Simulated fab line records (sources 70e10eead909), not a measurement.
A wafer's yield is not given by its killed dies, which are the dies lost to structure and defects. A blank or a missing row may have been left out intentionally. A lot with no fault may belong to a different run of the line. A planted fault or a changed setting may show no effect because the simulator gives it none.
Which tool is to blame? -- flow nand_harc -- 24 lots, 72 wafers sampled, at 4 steps of a route of 1302

## WHAT THE GAUGES READ, wafer by wafer
NHARC_A_ONON_D1_THK_MEAS_34: measures by ellipsometry. Usual: thk_nm reads 199.9 nm (standard deviation 2.6).
lot,measured,on,thk_nm (nm),flag
L074,day 8 14:02,film_metro-01,197.6 206.3 202.2,
L075,day 8 14:01,film_metro-02,197.5 201.4 202.6,
L076,day 9 08:30,film_metro-01,201.1 200.0 203.5,
L077,day 9 08:22,film_metro-02,199.9 199.4 202.2,
L078,day 10 01:22,film_metro-02,199.4 200.4 201.4,
L079,day 10 13:44,film_metro-01,201.0 204.8 203.8,
L080,day 10 13:46,film_metro-01,201.2 203.0 204.5,
L081,day 11 10:40,film_metro-02,199.0 196.6 196.5,
L082,day 11 16:16,film_metro-01,198.6 196.8 198.3,
L083,day 12 05:44,film_metro-02,199.7 200.7 198.7,
L084,day 12 11:34,film_metro-01,198.4 198.6 200.0,
L085,day 12 22:48,film_metro-02,201.5 202.8 202.2,
L086,day 13 02:34,film_metro-02,198.9 201.2 201.2,
L087,day 13 13:20,film_metro-01,197.5 201.1 201.5,
L088,day 14 07:55,film_metro-02,197.5 201.3 199.3,
L089,day 14 08:06,film_metro-02,199.4 200.7 203.0,
L090,day 14 23:35,film_metro-02,196.5 196.0 201.6,
L091,day 15 11:37,film_metro-01,195.3 195.4 198.8,
L092,day 15 20:43,film_metro-01,197.9 200.5 202.5,
L093,day 15 20:43,film_metro-02,200.8 198.4 199.7,
L094,day 16 19:26,film_metro-01,197.4 198.3 201.9,
L095,day 16 19:35,film_metro-01,198.8 196.9 201.8,
L096,day 17 17:18,film_metro-01,196.7 196.9 197.2,
L097,day 18 01:14,film_metro-01,199.1 200.2 198.8,

## WHAT TOOL EACH LOT RAN ON (gives the tool, then ch and the chambers of the sampled wafers, and finally the start)
lot,NHARC_P_BONDPAD_ETCH_24,NHARC_P_BONDPAD_ANNEAL_28,NHARC_A_ZERO_WELL_RTA_16
L074,"rie_diel-01 ch 0,3, day 7 01:32 or earlier","rtp_anneal-01 ch 0, day 7 01:32","rtp_anneal-02 ch 0, day 7 05:08"
L075,"rie_diel-01 ch 0,1,2, day 7 03:34 or earlier","rtp_anneal-01 ch 0, day 7 03:34","rtp_anneal-01 ch 0, day 7 07:01"
L076,"rie_diel-01 ch 0,1,3, day 7 16:58 or earlier","rtp_anneal-01 ch 0, day 7 16:58","rtp_anneal-02 ch 0, day 7 20:29"
L077,"rie_diel-01 ch 0,1, day 7 22:22 or earlier","rtp_anneal-01 ch 0, day 7 22:22","rtp_anneal-01 ch 0, day 8 01:40"
L078,"rie_diel-10 ch 0,3, day 8 09:22 or earlier","rtp_anneal-01 ch 0, day 8 09:22","rtp_anneal-01 ch 0, day 8 12:52"
L079,"rie_diel-10 ch 0,3, day 8 21:23","rtp_anneal-02 ch 0, day 8 22:37","rtp_anneal-02 ch 0, day 9 01:55"
L080,"rie_diel-04 ch 0,1, day 8 22:16","rtp_anneal-02 ch 0, day 8 23:25","rtp_anneal-01 ch 0, day 9 03:19"
L081,"rie_diel-01 ch 1,2, day 9 10:34","rtp_anneal-02 ch 0, day 9 11:43","rtp_anneal-02 ch 0, day 9 15:11"
L082,"rie_diel-10 ch 2,3, day 10 00:52 or earlier","rtp_anneal-01 ch 0, day 10 00:52","rtp_anneal-02 ch 0, day 10 04:21"
L083,"rie_diel-04 ch 1,2,3, day 10 13:08 or earlier","rtp_anneal-01 ch 0, day 10 13:08","rtp_anneal-02 ch 0, day 10 16:44"
L084,"rie_diel-10 ch 0,1,3, day 10 19:37 or earlier","rtp_anneal-01 ch 0, day 10 19:37","rtp_anneal-01 ch 0, day 10 23:07"
L085,"rie_diel-01 ch 0,2,3, day 11 06:02 or earlier","rtp_anneal-02 ch 0, day 11 06:02","rtp_anneal-02 ch 0, day 11 09:28"
L086,"rie_diel-04 ch 0,1, day 11 13:58 or earlier","rtp_anneal-02 ch 0, day 11 13:58","rtp_anneal-02 ch 0, day 11 17:20"
L087,"rie_diel-04 ch 0,2, day 12 00:19 or earlier","rtp_anneal-02 ch 0, day 12 00:19","rtp_anneal-02 ch 0, day 12 03:46"
L088,"rie_diel-01 ch 2,3, day 12 17:02 or earlier","rtp_anneal-01 ch 0, day 12 17:02","rtp_anneal-02 ch 0, day 12 20:31"
L089,"rie_diel-01 ch 0,2,3, day 12 20:23 or earlier","rtp_anneal-01 ch 0, day 12 20:23","rtp_anneal-02 ch 0, day 12 23:49"
L090,"rie_diel-04 ch 0,2,3, day 13 08:41 or earlier","rtp_anneal-01 ch 0, day 13 08:41","rtp_anneal-02 ch 0, day 13 12:01"
L091,"rie_diel-01 ch 1,2,3, day 13 18:35 or earlier","rtp_anneal-02 ch 0, day 13 18:35","rtp_anneal-02 ch 0, day 13 22:08"
L092,"rie_diel-10 ch 0,1,3, day 14 05:56 or earlier","rtp_anneal-02 ch 0, day 14 05:56","rtp_anneal-01 ch 0, day 14 09:25"
L093,"rie_diel-04 ch 0,1,2, day 14 10:18 or earlier","rtp_anneal-02 ch 0, day 14 10:18","rtp_anneal-02 ch 0, day 14 13:41"
L094,"rie_diel-01 ch 0,3, day 15 03:46","rtp_anneal-01 ch 0, day 15 04:55","rtp_anneal-01 ch 0, day 15 08:25"
L095,"rie_diel-01 ch 0,2,3, day 15 04:43","rtp_anneal-01 ch 0, day 15 05:52","rtp_anneal-02 ch 0, day 15 09:11"
L096,"rie_diel-01 ch 0,1,2, day 16 02:13 or earlier","rtp_anneal-02 ch 0, day 16 02:13","rtp_anneal-01 ch 0, day 16 05:40"
L097,"rie_diel-10 ch 1,2,3, day 16 10:14 or earlier","rtp_anneal-02 ch 0, day 16 10:14","rtp_anneal-02 ch 0, day 16 13:39"
- NHARC_P_BONDPAD_ETCH_24: etches the open film in CF4/N2, target depth 30 nm, time 72.99 s.
- NHARC_P_BONDPAD_ANNEAL_28: time 90 s.
- NHARC_A_ZERO_WELL_RTA_16: time 10 s.

## WHAT THE TOOLS THEMSELVES READ (means of the sampled wafers that have a number; where no wafer has one, the mark that the record gives instead)
NHARC_P_BONDPAD_ETCH_24. Usual: for bias_w, 100.04 W with a standard deviation of 0.27; for drypump_motor_current_A, 5.6 A with a standard deviation of 0.36; for n2_flow_sccm, 100.0 sccm with a standard deviation of 0.32; for oes_product_au, 0.999 a.u. with a standard deviation of 0.008; for rf_vpp_V, 314.8 V with a standard deviation of 2.2; for showerhead_plenum_p_Torr, 2.66 Torr with a standard deviation of 0.12; for throttle_valve_pct, 19.795 % with a standard deviation of 0.0092.
lot,tool,bias_w (W),drypump_motor_current_A (A),n2_flow_sccm (sccm),oes_product_au (a.u.),rf_vpp_V (V),showerhead_plenum_p_Torr (Torr),throttle_valve_pct (%),flag
L074,rie_diel-01,99.78,5.6,100.2,1.005,315.9,2.69,19.785,
L075,rie_diel-01,100.06,5.7,100.0,1.000,314.9,2.68,19.804,
L076,rie_diel-01,100.11,5.5,99.8,0.990,313.1,2.63,19.791,
L077,rie_diel-01,99.90,5.7,100.0,0.994,315.4,2.69,19.803,
L078,rie_diel-10,100.13,5.2,100.2,0.999,315.7,2.76,19.795,
L079,rie_diel-10,100.43,5.2,99.9,1.002,316.2,2.76,19.801,
L080,rie_diel-04,100.08,5.5,100.3,0.996,314.8,2.67,19.798,
L081,rie_diel-01,99.93,5.6,100.2,0.996,313.7,2.62,19.792,
L082,rie_diel-10,100.01,5.9,100.3,1.014,315.4,2.72,19.793,
L083,rie_diel-04,100.00,5.4,100.0,0.991,316.0,2.71,19.798,
L084,rie_diel-10,100.22,5.4,100.0,0.997,317.2,2.78,19.795,
L085,rie_diel-01,100.28,5.6,100.2,0.997,314.5,2.62,19.787,
L086,rie_diel-04,100.17,5.4,100.0,1.001,314.9,2.67,19.806,
L087,rie_diel-04,99.92,6.1,100.3,1.010,313.9,2.63,19.792,
L088,rie_diel-01,100.22,5.4,100.0,0.994,312.4,2.51,19.797,
L089,rie_diel-01,100.09,5.6,100.0,0.997,315.1,2.62,19.791,
L090,rie_diel-04,100.13,5.7,99.9,1.011,313.7,2.61,19.793,
L091,rie_diel-01,99.85,5.5,100.0,0.990,313.2,2.56,19.802,
L092,rie_diel-10,99.90,5.4,99.9,1.000,317.0,2.78,19.796,
L093,rie_diel-04,100.16,5.8,99.9,1.003,314.8,2.65,19.798,
L094,rie_diel-01,100.01,5.6,100.2,0.999,314.7,2.68,19.795,
L095,rie_diel-01,99.97,5.6,100.0,1.002,313.8,2.62,19.792,
L096,rie_diel-01,99.96,5.7,99.9,0.999,315.4,2.68,19.796,
L097,rie_diel-10,100.03,5.7,99.7,0.996,316.1,2.75,19.803,

NHARC_P_BONDPAD_ANNEAL_28. Usual: anneal_temp_c_max 226.26, standard deviation 0.24; wafer_temp_C_max 225.9, standard deviation 0.45.
lot,tool,anneal_temp_c_max,wafer_temp_C_max,flag
L074,rtp_anneal-01,226.40,226.1,
L075,rtp_anneal-01,226.29,226.4,
L076,rtp_anneal-01,226.15,226.2,
L077,rtp_anneal-01,226.18,226.1,
L078,rtp_anneal-01,226.15,226.1,
L079,rtp_anneal-02,226.08,225.4,
L080,rtp_anneal-02,226.42,225.7,
L081,rtp_anneal-02,226.46,225.5,
L082,rtp_anneal-01,226.40,226.0,
L083,rtp_anneal-01,226.40,226.2,
L084,rtp_anneal-01,226.19,226.6,
L085,rtp_anneal-02,226.18,225.8,
L086,rtp_anneal-02,226.50,225.5,
L087,rtp_anneal-02,225.96,225.5,
L088,rtp_anneal-01,226.06,226.3,
L089,rtp_anneal-01,226.37,226.2,
L090,rtp_anneal-01,226.53,226.5,
L091,rtp_anneal-02,226.35,225.4,
L092,rtp_anneal-02,226.45,225.3,
L093,rtp_anneal-02,226.35,225.5,
L094,rtp_anneal-01,226.13,226.2,
L095,rtp_anneal-01,226.28,226.5,
L096,rtp_anneal-02,225.77,225.4,
L097,rtp_anneal-02,226.20,225.4,

NHARC_A_ZERO_WELL_RTA_16. Usual: anneal_temp_c_max 1006.0, standard deviation 1.1; lamp_power_pct 29.8 %, standard deviation 0.64; wafer_temp_C_max 1003.4, standard deviation 1.7.
lot,tool,anneal_temp_c_max,lamp_power_pct (%),wafer_temp_C_max,flag
L074,rtp_anneal-02,1006.1,30.2,1002.0,
L075,rtp_anneal-01,1005.9,28.9,1005.6,
L076,rtp_anneal-02,1006.1,30.3,1002.8,
L077,rtp_anneal-01,1006.0,28.9,1006.1,
L078,rtp_anneal-01,1005.8,28.9,1005.8,
L079,rtp_anneal-02,1005.6,30.3,1002.0,
L080,rtp_anneal-01,1005.4,28.9,1004.7,
L081,rtp_anneal-02,1006.5,30.3,1002.0,
L082,rtp_anneal-02,1006.0,30.2,1002.5,
L083,rtp_anneal-02,1006.0,30.3,1002.4,
L084,rtp_anneal-01,1005.4,28.9,1005.3,
L085,rtp_anneal-02,1005.8,30.2,1002.7,
L086,rtp_anneal-02,1006.3,30.2,1002.2,
L087,rtp_anneal-02,1007.2,30.3,1001.9,
L088,rtp_anneal-02,1007.8,30.3,1002.0,
L089,rtp_anneal-02,1005.5,30.3,1002.8,
L090,rtp_anneal-02,1005.1,30.3,1003.0,
L091,rtp_anneal-02,1006.3,30.3,1002.1,
L092,rtp_anneal-01,1005.5,28.9,1005.6,
L093,rtp_anneal-02,1006.1,30.3,1002.2,
L094,rtp_anneal-01,1005.2,28.9,1006.3,
L095,rtp_anneal-02,1006.0,30.2,1002.4,
L096,rtp_anneal-01,1005.8,28.9,1004.8,
L097,rtp_anneal-02,1006.9,30.3,1002.4,

## THE ANSWER, worked out from the rows above alone
Rule: a lot counts as off when the mean over its wafers that have a number is more than 3 standard deviations away from the usual mean. A lot without any number at a reading at which 4 lots or more have one is off too. Any other lot the step has rows for is counted as sound. Order of review: gauges by route order, followed by the tools' own readings, for which a lot's mean as printed above is used. The first step at which some lot is off is used, and at that step the reading that is off furthest; a lot without a number counts as furthest.
None of the lots is off at any reading shown; this tells nothing.

## WHAT THE SIMULATOR PUT IN
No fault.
